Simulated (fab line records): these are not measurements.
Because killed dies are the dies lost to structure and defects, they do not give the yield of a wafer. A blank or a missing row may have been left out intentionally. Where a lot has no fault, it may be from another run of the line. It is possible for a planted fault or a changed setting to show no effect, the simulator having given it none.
Which tool is to blame?    flow n5_finfet    Sampling: 11 lots, 33 wafers, 4 of 1938 route steps

## WHAT THE GAUGES SHOWED, per wafer
N5_SD_EPI_P_EPI_MEAS_23. Usual: thk_nm reads 60.7 nm (standard deviation 1.3).
lot   measured     on             thk_nm (nm)     flag
L522  day 3 10:58  film_metro-02  60.2 60.6 60.9  
L523  day 3 17:47  film_metro-01  61.0 61.2 58.8  
L524  day 3 22:55  film_metro-01  61.0 59.4 60.9  
L525  day 4 07:37  film_metro-01  59.6 61.3 59.8  
L527  day 4 14:32  film_metro-02  60.3 61.2 61.8  
L528  day 4 20:14  film_metro-01  59.9 61.9 61.5  
L531  day 5 20:17  film_metro-01  61.1 60.5 60.5  
L536  day 7 00:30  film_metro-02  59.2 60.5 58.2  
L541  day 8 04:18  film_metro-02  60.6 61.0 57.9  
L543  day 8 21:23  film_metro-02  60.6 61.4 60.6  
L545  day 9 04:25  film_metro-02  60.6 59.0 59.6  

N5_ILD0_INSPECT_06: inspects for defects (darkfield). Usual: raw_defect_count reads 45 (standard deviation 22).
lot   measured     on                 raw_defect_count  flag
L522  day 3 18:14  defect_inspect-01  29 35 22          
L523  day 4 01:05  defect_inspect-02  44 81 57          
L524  day 4 06:41  defect_inspect-02  28 31 25          
L525  day 4 14:51  defect_inspect-01  21 29 24          
L527  day 4 22:55  defect_inspect-02  12 28 19          
L528  day 5 04:15  defect_inspect-01  49 20 44          
L531  day 6 03:31  defect_inspect-02  62 42 39          
L536  day 7 09:22  defect_inspect-01  29 41 41          
L541  day 8 11:59  defect_inspect-01  104 80 64         
L543  day 9 05:04  defect_inspect-01  27 27 27          
L545  day 9 12:10  defect_inspect-01  32 12 19          

## WHAT TOOL EACH LOT RAN ON (gives the tool, then ch and the chambers of the sampled wafers, and finally the start)
lot   N5_SD_EPI_P_STRIP_40                 N5_SD_ACTIVATION_RTA_00
L522  plasma_asher-01 ch 0,1, day 3 08:16  rtp_anneal-01 ch 0, day 3 11:16
L523  plasma_asher-02 ch 0,1, day 3 14:14  rtp_anneal-02 ch 0, day 3 17:59
L524  plasma_asher-01 ch 0,1, day 3 20:12  rtp_anneal-01 ch 0, day 3 23:20
L525  plasma_asher-01 ch 0,1, day 4 04:04  rtp_anneal-02 ch 0, day 4 07:49
L527  plasma_asher-01 ch 1, day 4 11:49    rtp_anneal-01 ch 0, day 4 14:46
L528  plasma_asher-01 ch 0,1, day 4 17:31  rtp_anneal-02 ch 0, day 4 20:26
L531  plasma_asher-02 ch 0,1, day 5 16:45  rtp_anneal-01 ch 0, day 5 20:35
L536  plasma_asher-02 ch 0, day 6 20:57    rtp_anneal-01 ch 0, day 7 00:47
L541  plasma_asher-01 ch 0,1, day 8 01:32  rtp_anneal-02 ch 0, day 8 04:39
L543  plasma_asher-02 ch 1, day 8 17:49    rtp_anneal-02 ch 0, day 8 21:35
L545  plasma_asher-01 ch 0,1, day 9 01:43  rtp_anneal-02 ch 0, day 9 04:48
- N5_SD_EPI_P_STRIP_40: strips in N2/H2.
- N5_SD_ACTIVATION_RTA_00: time 0 s.

## WHAT THE TOOLS THEMSELVES READ (means of the sampled wafers that have a number; where no wafer has one, the mark that the record gives instead)
N5_SD_EPI_P_STRIP_40. Usual: drypump_motor_current_A 5.65 A, standard deviation 0.22; heater_power_w 348 W, standard deviation 26; oes_product_au 0.761 a.u., standard deviation 0.01.
lot   tool             drypump_motor_current_A (A)  heater_power_w (W)  oes_product_au (a.u.)  flag
L522  plasma_asher-01  5.76                         348                 0.761                  
L523  plasma_asher-02  5.58                         334                 0.761                  
L524  plasma_asher-01  5.79                         343                 0.759                  
L525  plasma_asher-01  5.81                         347                 0.757                  
L527  plasma_asher-01  5.74                         343                 0.756                  
L528  plasma_asher-01  5.80                         353                 0.771                  
L531  plasma_asher-02  5.52                         336                 0.762                  
L536  plasma_asher-02  5.22                         386                 0.763                  
L541  plasma_asher-01  5.80                         352                 0.758                  
L543  plasma_asher-02  5.70                         306                 0.767                  
L545  plasma_asher-01  5.81                         352                 0.770                  

N5_SD_ACTIVATION_RTA_00. Usual: lamp_power_pct 8.95 %, standard deviation 0.051; lamp_zone_1_pct 8.954 %, standard deviation 0.024; lamp_zone_2_pct 8.953 %, standard deviation 0.024; lamp_zone_3_pct 8.954 %, standard deviation 0.028; lamp_zone_4_pct 8.954 %, standard deviation 0.026; lamp_zone_5_pct 8.953 %, standard deviation 0.027; lamp_zone_6_pct 8.880 %, standard deviation 0.028; lamp_zone_7_pct 9.348 %, standard deviation 0.027; wafer_temp_C_max 975.0, standard deviation 2.
lot   tool           lamp_power_pct (%)  lamp_zone_1_pct (%)  lamp_zone_2_pct (%)  lamp_zone_3_pct (%)  lamp_zone_4_pct (%)  lamp_zone_5_pct (%)  lamp_zone_6_pct (%)  lamp_zone_7_pct (%)  wafer_temp_C_max  flag
L522  rtp_anneal-01  8.95                8.955                8.972                8.950                8.953                8.926                8.861                9.332                975.4             
L523  rtp_anneal-02  9.01                8.944                8.940                8.966                8.962                8.968                8.882                9.348                975.0             
L524  rtp_anneal-01  8.98                8.961                8.954                8.950                8.941                8.954                8.860                9.356                977.4             
L525  rtp_anneal-02  8.92                8.951                8.937                8.937                8.962                8.963                8.872                9.367                975.7             
L527  rtp_anneal-01  8.96                8.967                8.952                8.935                8.960                8.966                8.875                9.341                975.9             
L528  rtp_anneal-02  9.00                8.949                8.968                8.973                8.959                8.962                8.884                9.366                973.2             
L531  rtp_anneal-01  9.25                9.264                9.267                9.298                9.268                9.257                9.207                9.667                976.2             OFF
L536  rtp_anneal-01  9.31                9.278                9.272                9.245                9.248                9.300                9.223                9.702                976.1             OFF
L541  rtp_anneal-02  8.94                8.931                8.974                8.949                8.967                8.948                8.865                9.322                974.9             
L543  rtp_anneal-02  8.95                8.951                8.926                8.932                8.922                8.953                8.877                9.344                976.9             
L545  rtp_anneal-02  8.98                8.961                8.950                8.946                8.942                8.950                8.883                9.360                975.9             

## THE ANSWER, worked out from the rows above alone
Rule: a lot is off if the mean of its wafers that have a number lies more than 3 standard deviations from the usual mean. Also off: a lot with no number at a reading for which 4 or more lots have one. All remaining lots with rows at the step are treated as sound. Order of review: gauges by route order, followed by the tools' own readings, for which a lot's mean as printed above is used. At the first step where some lot is off, the reading lying furthest off is the one used; lots without a number count as furthest.
Off: L531, L536, at N5_SD_ACTIVATION_RTA_00 (lamp_zone_1_pct).
A tool fits if, at that step or a process step before it, it ran every lot that is off, and no sound lot after the first of them. One fits: rtp_anneal-01 at N5_SD_ACTIVATION_RTA_00. Its last sound lot is L527 (day 4 14:46), its first lot that is off L531 (day 5 20:35): a fault that began between those two fits.
The tool's own readings at N5_SD_ACTIVATION_RTA_00 bear it out: on the lots that are off they differ by more than 5 times the standard deviation of the sound lots' means. lamp_power_pct reads 9.28 % there against 8.97 % on the sound lots; lamp_zone_1_pct reads 9.271 % there against 8.952 % on the sound lots; lamp_zone_2_pct reads 9.270 % there against 8.953 % on the sound lots; lamp_zone_3_pct reads 9.271 % there against 8.949 % on the sound lots; lamp_zone_4_pct reads 9.258 % there against 8.952 % on the sound lots; lamp_zone_5_pct reads 9.279 % there against 8.954 % on the sound lots; lamp_zone_6_pct reads 9.215 % there against 8.873 % on the sound lots; lamp_zone_7_pct reads 9.684 % there against 9.348 % on the sound lots.

## WHAT WAS PUT IN BY THE SIMULATOR
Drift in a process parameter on rtp_anneal-01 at N5_SD_ACTIVATION_RTA_00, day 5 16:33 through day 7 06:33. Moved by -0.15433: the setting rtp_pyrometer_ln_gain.
Shown lots that were struck: L531, L536. Same finding as the rule above.
